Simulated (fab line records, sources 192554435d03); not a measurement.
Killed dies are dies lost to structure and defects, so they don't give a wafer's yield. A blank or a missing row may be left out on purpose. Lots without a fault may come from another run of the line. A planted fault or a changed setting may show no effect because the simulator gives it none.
Split-lot experiment | flow n5_finfet | 7 lots, 21 wafers read, on a route of 1938 steps

THE SPLIT
At N5_BEOL_M2_COAT_67 (time 60 s, resist thk 60 nm), the setting spin_rpm was moved away from the recipe's 1500 rpm on 8 of the 21 wafers read, by -4.6% to +10.7%. The other wafers ran this setting at the recipe's value.

FROM THE SPLIT TO THE READING: what the file shows between them, 11 steps
- N5_BEOL_M2_COAT_22: resist thk 30 nm (also split here: spin_rpm)
- N5_BEOL_M2_EBR_24
- N5_BEOL_M2_SOFTBAKE_23: time 60 s
- N5_BEOL_M2_DESCUM_33: chemistry O2, time 7 s
- N5_BEOL_M2_ETCH_77: etches underlayer in N2/H2, target depth 6.5 nm, time 5.2 s
- N5_BEOL_M2_ETCH_69: etches SiARC in CF4, target depth 15.6 nm, time 26 s
- N5_BEOL_M2_ALD_98: deposits SiO2, target thk 2.5 nm, pulse time 1 s, co reactant pulse time 1 s
- N5_BEOL_M2_ETCHBACK_99: etches SiO2 in CHF3, target depth 5 nm, time 10.4 s
- N5_BEOL_M2_ETCH_70: etches SOC in N2/H2, target depth 80 nm, overetch 24 nm, time 130 s
- N5_BEOL_M2_STRIP_71: strips in N2/H2
- N5_BEOL_M2_STRIP_78: strips in N2/H2

THE READING
SOC_of_BEOL_M2_COAT_67.thk_nm (the simulator's own value, which no gauge read), in nm, at N5_BEOL_M2_VIA_ETCH_34 (etches the open film in C4F6/O2, target depth 69.4 nm, time 65.9 s). The file gives no usual value for it. The 13 wafers here that ran the recipe average 51.8 nm, standard deviation 0.17 nm.

wafer  | tool, chamber at the split | spin_rpm as run, rpm | against the recipe | SOC_of_BEOL_M2_COAT_67.thk_nm, nm | against lot-mates on the recipe
L077.1 | litho_track-03, 0          | 1646                 | +9.7%              | 49                                | -2.8
L077.3 | litho_track-03, 0          | 1500                 | recipe             | 51.8                              | -
L077.4 | litho_track-03, 0          | 1500                 | recipe             | 51.8                              | -
L080.1 | litho_track-01, 0          | 1500                 | recipe             | 51.8                              | -
L080.3 | litho_track-01, 0          | 1594                 | +6.3%              | 49.8                              | -2.0
L080.4 | litho_track-01, 0          | 1594                 | +6.3%              | 50                                | -1.8
L082.1 | litho_track-03, 0          | 1431                 | -4.6%              | 53.6                              | +1.8
L082.4 | litho_track-03, 0          | 1500                 | recipe             | 51.8                              | -
L082.6 | litho_track-03, 0          | 1431                 | -4.6%              | 53.2                              | +1.4
L086.2 | litho_track-03, 0          | 1500                 | recipe             | 51.8                              | -
L086.4 | litho_track-03, 0          | 1500                 | recipe             | 52                                | -
L086.6 | litho_track-03, 0          | 1500                 | recipe             | 52                                | -
L091.1 | litho_track-01, 0          | 1500                 | recipe             | 51.8                              | -
L091.3 | litho_track-01, 0          | 1500                 | recipe             | 51.8                              | -
L091.2 | litho_track-01, 0          | 1500                 | recipe             | 52.2                              | -
L094.3 | litho_track-03, 0          | 1500                 | recipe             | 51.8                              | -
L094.5 | litho_track-03, 0          | 1500                 | recipe             | 51.4                              | -
L094.6 | litho_track-03, 0          | 1660                 | +10.7%             | 49                                | -2.6
L095.2 | litho_track-03, 0          | 1581                 | +5.4%              | 50.2                              | -1.6
L095.6 | litho_track-03, 0          | 1581                 | +5.4%              | 50.2                              | -1.6
L095.3 | litho_track-03, 0          | 1500                 | recipe             | 51.8                              | -

THE FIT
A straight line over all 21 wafers: SOC_of_BEOL_M2_COAT_67.thk_nm changes by -0.297 nm for each +1% of spin_rpm; r = -0.99; the points scatter about the line by 0.19 nm.
The same after taking each lot's own level away (the mean of its wafers on the recipe; 21 wafers): -0.289 nm for each +1%; r = -0.99; scatter 0.19 nm.
On that fit, the largest move of spin_rpm shifts the reading by 3.1 nm.
The lots' own levels span 51.60 to 51.93 nm, that is 1.9 times the standard deviation above.
So the lot-to-lot level changes the slope little: the two slopes agree.
Check: with one of the wafers moved furthest among these (+10.7%) left out of the fit, the line predicts -3.23 nm for it against its lot-mates. It came out at -2.6 nm against them.

OTHER SPLITS ON THESE WAFERS
These wafers also went through other splits before the reading. Each is held against what the fit with the lots' levels taken away leaves over:
other split on the same wafers               | wafers away from the commonest value | r with SOC_of_BEOL_M2_COAT_67.thk_nm (lot level and that fit taken away)
N5_HKMG_FIN_COAT_06 spin_rpm                 | 7                                    | -0.02
N5_GATE_CUT_ALD_22 ald_cycles                | 6                                    | +0.50
N5_MOL_CONTACT_COAG_CONTACT_ETCH_14 source_w | 8                                    | -0.25
N5_BEOL_M0_SAQP_DESCUM_19 time_s             | 8                                    | -0.09
N5_BEOL_M0_CUTY_COAT_50 spin_rpm             | 7                                    | +0.05
N5_BEOL_M2_COAT_22 spin_rpm                  | 10                                   | -0.12

THE WHOLE CHAIN: every reading that the file lists as answering this split, in the file's order
step                   | what it does                                                        | reading                                                                        | change (the file's fit)               | r (the file's)
N5_BEOL_M2_COAT_67     | time 60 s, resist thk 60 nm                                         | SOC_of_BEOL_M2_COAT_67.thk_nm (the simulator's own value, which no gauge read) | -0.274 nm for each +1% of the setting | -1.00
N5_BEOL_M2_ETCH_70     | etches SOC in N2/H2, target depth 80 nm, overetch 24 nm, time 130 s | etch.depth_nm (the simulator's own value, which no gauge read)                 | -0.274 nm for each +1% of the setting | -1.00
N5_BEOL_M2_VIA_ETCH_34 | etches the open film in C4F6/O2, target depth 69.4 nm, time 65.9 s  | SOC_of_BEOL_M2_COAT_67.thk_nm (the simulator's own value, which no gauge read) | -0.278 nm for each +1% of the setting | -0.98

THE FILE'S OWN FIT
SOC_of_BEOL_M2_COAT_67.thk_nm changes by -0.278 nm for each +1% of spin_rpm, r = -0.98.
